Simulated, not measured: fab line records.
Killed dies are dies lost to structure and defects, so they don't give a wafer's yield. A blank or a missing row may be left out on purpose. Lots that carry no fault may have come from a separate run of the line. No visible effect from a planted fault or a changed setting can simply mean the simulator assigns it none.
Matching of chambers | flow nandHarc | 4 sister chambers for NHARC_A_STAIRCASE_STRIP_476 on rieDiel-08
The step strips in O2, time 20 s. 16 wafers are shown with their chamber, then 8 later ones without.

## EACH WAFER AND ITS CHAMBER
wafer  | chamber | drypumpMotorCurrentA (A) | showerheadPlenumPTorr (Torr) | oesProductAu (a.u.)
L075.1 | 2       | 6.0                      | 3.28                         | 1.008
L075.3 | 0       | 5.9                      | 3.33                         | 1.016
L075.6 | 3       | 6.0                      | 3.48                         | 1.017
L082.1 | 2       | 6.1                      | 3.80                         | 1.011
L082.4 | 3       | 6.0                      | 3.47                         | 0.998
L082.5 | 3       | 6.0                      | 3.47                         | 0.992
L087.1 | 3       | 6.0                      | 3.46                         | 0.988
L087.3 | 2       | 6.1                      | 3.80                         | 1.017
L087.5 | 2       | 6.0                      | 3.80                         | 1.013
L086.1 | 1       | 6.5                      | 3.32                         | 0.995
L086.5 | 0       | 5.9                      | 3.31                         | 1.013
L086.6 | 1       | 6.5                      | 3.32                         | 0.999
L090.1 | 1       | 6.5                      | 3.31                         | 0.999
L090.3 | 3       | 6.0                      | 3.46                         | 0.986
L090.5 | 3       | 6.0                      | 3.46                         | 0.985
L094.1 | 3       | 6.0                      | 3.46                         | 0.996

SIGNATURES (averages over the wafers above)
reading               | chamber 0 | chamber 1 | chamber 2 | chamber 3 | scatter within a chamber
drypumpMotorCurrentA  | 5.900     | 6.500     | 6.050     | 6.000     | 0.0289
showerheadPlenumPTorr | 3.3200    | 3.3167    | 3.6700    | 3.4657    | 0.13
oesProductAu          | 1.01450   | 0.99767   | 1.01225   | 0.99457   | 0.00811
Rule: for each reading, subtract the chamber's mean from the wafer's reading, divide by that reading's scatter and square the result; add these up over the readings and take the root, which gives the wafer's distance from the chamber. If the next closest chamber is less than 2 further off than the closest, the wafer can't be placed; otherwise it belongs to the closest. The scatter is the square root of a quotient: the sum, over the shown wafers, of each reading's squared deviation from its chamber's mean, divided by wafers minus chambers.

## WAFERS MISSING THEIR CHAMBER
wafer  | drypumpMotorCurrentA (A) | showerheadPlenumPTorr (Torr) | oesProductAu (a.u.)
L094.3 | 5.8                      | 3.30                         | 1.022
L094.6 | 5.8                      | 3.30                         | 1.015
L095.4 | 5.9                      | 3.30                         | 1.005
L095.5 | 6.0                      | 3.45                         | 0.991
L095.6 | 6.1                      | 3.79                         | 0.994
L096.1 | 6.0                      | 3.45                         | 1.005
L096.2 | 6.5                      | 3.31                         | 1.024
L096.5 | 6.1                      | 3.79                         | 1.005

## CHAMBER TAKEN BY EACH
wafer  | from the rows above     | in truth
L094.3 | 0                       | 0
L094.6 | 0                       | 0
L095.4 | 0                       | 0
L095.5 | 3                       | 3
L095.6 | can't be placed: 2 or 3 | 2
L096.1 | can't be placed: 3 or 2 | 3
L096.2 | 1                       | 1
L096.5 | 2                       | 2
Correct placement for 6 of the 8. Cannot be placed on the basis of these rows: 2; the candidates contain the true chamber in 2. Placed wrongly: 0.
